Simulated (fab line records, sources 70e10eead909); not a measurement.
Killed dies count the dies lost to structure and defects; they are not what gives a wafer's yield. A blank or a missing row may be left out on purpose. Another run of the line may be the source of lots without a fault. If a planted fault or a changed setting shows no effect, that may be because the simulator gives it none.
What tool caused it? | flow nand harc | 33 wafers from 11 lots sampled at 6 of the route's 1302 steps

== WHAT THE GAUGES SHOWED, per wafer ==
NHARC_A_M0_CD_MEAS_09: target cd 80 nm.
lot  | measured     | on        | cd nm (nm)
L810 | day 23 10:22 | cd sem-02 | 79.9 79.8 80.3
L809 | day 23 11:13 | cd sem-03 | 79.9 80.3 80.6
L813 | day 24 13:25 | cd sem-03 | 79.8 80.1 79.5
L815 | day 25 07:04 | cd sem-02 | 79.6 78.8 79.2
L820 | day 26 20:25 | cd sem-01 | 80.0 78.7 79.7
L819 | day 27 02:28 | cd sem-02 | 79.8 78.7 80.3
L822 | day 28 14:15 | cd sem-03 | 83.6 83.1 83.8
L828 | day 31 03:37 | cd sem-02 | 80.8 80.7 80.1
L829 | day 31 05:17 | cd sem-01 | 81.0 80.7 79.9
L830 | day 31 14:54 | cd sem-01 | 80.9 80.3 80.2
L831 | day 32 05:11 | cd sem-01 | 80.1 80.1 81.3

NHARC_A_M0_CD_MEAS_16.
lot  | measured     | on        | cd nm (nm)
L810 | day 23 10:50 | cd sem-02 | 79.2 79.1 79.9
L809 | day 23 11:45 | cd sem-01 | 80.8 79.7 80.3
L813 | day 24 13:56 | cd sem-01 | 80.4 80.9 80.9
L815 | day 25 07:34 | cd sem-03 | 80.3 79.3 79.3
L820 | day 26 20:55 | cd sem-01 | 81.4 78.8 80.1
L819 | day 27 02:57 | cd sem-03 | 78.9 77.4 80.4
L822 | day 28 14:44 | cd sem-03 | 83.0 82.2 83.3
L828 | day 31 04:05 | cd sem-01 | 80.3 80.5 79.3
L829 | day 31 05:46 | cd sem-02 | 81.6 82.0 80.0
L830 | day 31 15:23 | cd sem-02 | 81.2 82.1 81.0
L831 | day 32 05:40 | cd sem-01 | 81.2 81.6 82.3

== WHICH TOOL RAN EACH LOT (tool, then ch and the chambers of the sampled wafers, then the start) ==
lot  | NHARC_A_BLC_ETCH_17                           | NHARC_A_BLC_CMP_25            | NHARC_A_M0_PEB_07                 | NHARC_A_M0_DESCUM_14
L810 | rie diel-09 ch 0,1,2, day 23 09:04 or earlier | cmp-03 ch 0,1,2, day 23 09:04 | litho track-01 ch 0, day 23 10:17 | rie diel-13 ch 0,1,3, day 23 10:32
L809 | rie diel-03 ch 0,1,2, day 23 09:56 or earlier | cmp-03 ch 0,1,3, day 23 09:56 | litho track-04 ch 0, day 23 11:08 | rie diel-02 ch 0,1,3, day 23 11:28
L813 | rie diel-03 ch 0,1,3, day 24 12:15 or earlier | cmp-01 ch 1,2,3, day 24 12:15 | litho track-04 ch 0, day 24 13:19 | rie diel-12 ch 0,2, day 24 13:36
L815 | rie diel-03 ch 1,2, day 25 05:53 or earlier   | cmp-03 ch 0,1, day 25 05:53   | litho track-01 ch 0, day 25 06:59 | rie diel-02 ch 1,3, day 25 07:15
L820 | rie diel-09 ch 0,2,3, day 26 19:14 or earlier | cmp-03 ch 2,3, day 26 19:14   | litho track-01 ch 0, day 26 20:20 | rie diel-02 ch 0,1,3, day 26 20:37
L819 | rie diel-09 ch 2,3, day 27 01:16 or earlier   | cmp-01 ch 2,3, day 27 01:16   | litho track-04 ch 0, day 27 02:23 | rie diel-13 ch 0,1, day 27 02:39
L822 | rie diel-09 ch 1,2,3, day 28 12:59 or earlier | cmp-02 ch 2,3, day 28 12:59   | litho track-04 ch 0, day 28 14:10 | rie diel-13 ch 0,1,2, day 28 14:27
L828 | rie diel-03 ch 0,2,3, day 31 02:18 or earlier | cmp-02 ch 0,1,2, day 31 02:18 | litho track-01 ch 0, day 31 03:32 | rie diel-02 ch 0,1,2, day 31 03:47
L829 | rie diel-03 ch 0,1,2, day 31 04:07 or earlier | cmp-01 ch 1,2,3, day 31 04:07 | litho track-01 ch 0, day 31 05:13 | rie diel-13 ch 0,1,3, day 31 05:29
L830 | rie diel-09 ch 0,1,2, day 31 13:36 or earlier | cmp-02 ch 2,3, day 31 13:36   | litho track-01 ch 0, day 31 14:49 | rie diel-13 ch 0,1,3, day 31 15:05
L831 | rie diel-03 ch 1,2,3, day 32 04:00 or earlier | cmp-03 ch 0,3, day 32 04:00   | litho track-06 ch 0, day 32 05:06 | rie diel-13 ch 1,3, day 32 05:22
- NHARC_A_BLC_ETCH_17: etches the open film in N2/H2, target depth 390 nm, time 609.38 s.
- NHARC_A_BLC_CMP_25: polishes, t overpolish 30 s, target thk 150 nm.
- NHARC_A_M0_PEB_07: peb time 65 s.
- NHARC_A_M0_DESCUM_14: chemistry O2, time 3 s.

== WHAT THE TOOLS THEMSELVES READ (means of the sampled wafers that have a number; where no wafer has one, the mark that the record gives instead) ==
NHARC_A_BLC_ETCH_17.
lot  | tool        | drypump motor current A (A) | oes product au (a.u.) | rf vpp V (V) | showerhead plenum p Torr (Torr) | throttle valve pct (%)
L810 | rie diel-09 | 5.7                         | 0.998                 | 429.7        | 2.04                            | 14.166
L809 | rie diel-03 | 5.6                         | 0.999                 | 430.2        | 2.00                            | 14.170
L813 | rie diel-03 | 5.6                         | 0.996                 | 427.9        | 1.97                            | 14.175
L815 | rie diel-03 | 5.9                         | 0.999                 | 427.9        | 1.97                            | 14.166
L820 | rie diel-09 | 5.8                         | 1.001                 | 429.6        | 2.03                            | 14.174
L819 | rie diel-09 | 5.6                         | 1.001                 | 428.9        | 1.97                            | 14.173
L822 | rie diel-09 | 5.5                         | 0.992                 | 428.8        | 1.98                            | 14.173
L828 | rie diel-03 | 5.6                         | 1.009                 | 430.8        | 2.03                            | 14.176
L829 | rie diel-03 | 5.6                         | 0.992                 | 429.9        | 2.00                            | 14.184
L830 | rie diel-09 | 5.7                         | 0.996                 | 430.5        | 2.03                            | 14.162
L831 | rie diel-03 | 5.8                         | 1.012                 | 429.5        | 1.99                            | 14.164

NHARC_A_BLC_CMP_25.
lot  | tool   | motor current A (A) | overpolish run s (s) | time to endpoint s (s)
L810 | cmp-03 | 12.3                | 30.000               | 30.3
L809 | cmp-03 | 11.4                | 30.003               | 32.2
L813 | cmp-01 | 10.9                | 29.996               | 29.4
L815 | cmp-03 | 11.9                | 30.004               | 26.3
L820 | cmp-03 | 11.6                | 30.010               | 30.3
L819 | cmp-01 | 10.5                | 29.999               | 25.5
L822 | cmp-02 | 12.3                | 29.990               | 32.4
L828 | cmp-02 | 11.8                | 30.004               | 29.9
L829 | cmp-01 | 10.9                | 30.004               | 29.3
L830 | cmp-02 | 12.5                | 30.003               | 30.2
L831 | cmp-03 | 12.2                | 30.003               | 28.9

NHARC_A_M0_PEB_07.
lot  | tool           | resist line temp C (C)
L810 | litho track-01 | 23.04
L809 | litho track-04 | 22.93
L813 | litho track-04 | 22.99
L815 | litho track-01 | 23.01
L820 | litho track-01 | 23.02
L819 | litho track-04 | 22.86
L822 | litho track-04 | 22.99
L828 | litho track-01 | 22.98
L829 | litho track-01 | 23.00
L830 | litho track-01 | 23.08
L831 | litho track-06 | 22.90

NHARC_A_M0_DESCUM_14.
lot  | tool        | drypump motor current A (A) | o2 flow sccm (sccm) | oes product au (a.u.) | rf vpp V (V) | showerhead plenum p Torr (Torr) | throttle valve pct (%)
L810 | rie diel-13 | 5.8                         | 200.1               | 0.994                 | 57.8         | 1.85                            | 11.316
L809 | rie diel-02 | 5.8                         | 200.1               | 1.004                 | 57.5         | 1.90                            | 11.315
L813 | rie diel-12 | 5.5                         | 199.9               | 1.018                 | 57.3         | 1.88                            | 11.305
L815 | rie diel-02 | 5.9                         | 200.0               | 1.024                 | 56.9         | 1.86                            | 11.306
L820 | rie diel-02 | 5.9                         | 199.7               | 1.008                 | 57.9         | 1.90                            | 11.313
L819 | rie diel-13 | 5.8                         | 199.8               | 1.009                 | 57.5         | 1.80                            | 11.309
L822 | rie diel-13 | 5.7                         | 199.3               | 1.003                 | 57.7         | 1.83                            | 11.315
L828 | rie diel-02 | 6.1                         | 200.0               | 0.989                 | 59.4         | 1.92                            | 11.315
L829 | rie diel-13 | 5.8                         | 199.8               | 1.006                 | 57.6         | 1.85                            | 11.308
L830 | rie diel-13 | 5.8                         | 200.1               | 1.002                 | 57.0         | 1.85                            | 11.303
L831 | rie diel-13 | 5.8                         | 199.8               | 1.001                 | 58.1         | 1.89                            | 11.313

== THE ANSWER, worked out from the rows above alone ==
Rule: the lots themselves supply what counts as usual. Put in order of their means at a reading, lots are off if they are a third of the lots or fewer, leave a main group of 4 or more, and stand apart from it by a gap of 3 or more times the standard deviation of the main group's means; of several such gaps the widest counts. A main group whose means are all the same, to the digits that the tables above print for the reading, isn't used. Also off: a lot with no number at a reading for which 4 or more lots have one. Where the step has rows for the other lots, those lots are counted as sound. Order of review: gauges by route order, followed by the tools' own readings, for which a lot's mean as printed above is used. The first step at which some lot is off is used, and at that step the reading that is off furthest; a lot without a number counts as furthest.
Off: L822, at NHARC_A_M0_CD_MEAS_09 (cd nm). For the main group the mean is 80.0 nm and the standard deviation 0.47.
A tool fits if, at a process step before that reading, it ran every lot that is off, and no sound lot after the first of them. The gauges at NHARC_A_M0_CD_MEAS_09 are tried like those tools. NHARC_A_BLC_ETCH_17: start missing for some lots; hours and lot order therefore follow NHARC_A_BLC_CMP_25. Undecided on this evidence; 2 tools fit (litho track-04 at NHARC_A_M0_PEB_07, cd sem-03 at NHARC_A_M0_CD_MEAS_09).

== WHAT WAS PUT IN BY THE SIMULATOR ==
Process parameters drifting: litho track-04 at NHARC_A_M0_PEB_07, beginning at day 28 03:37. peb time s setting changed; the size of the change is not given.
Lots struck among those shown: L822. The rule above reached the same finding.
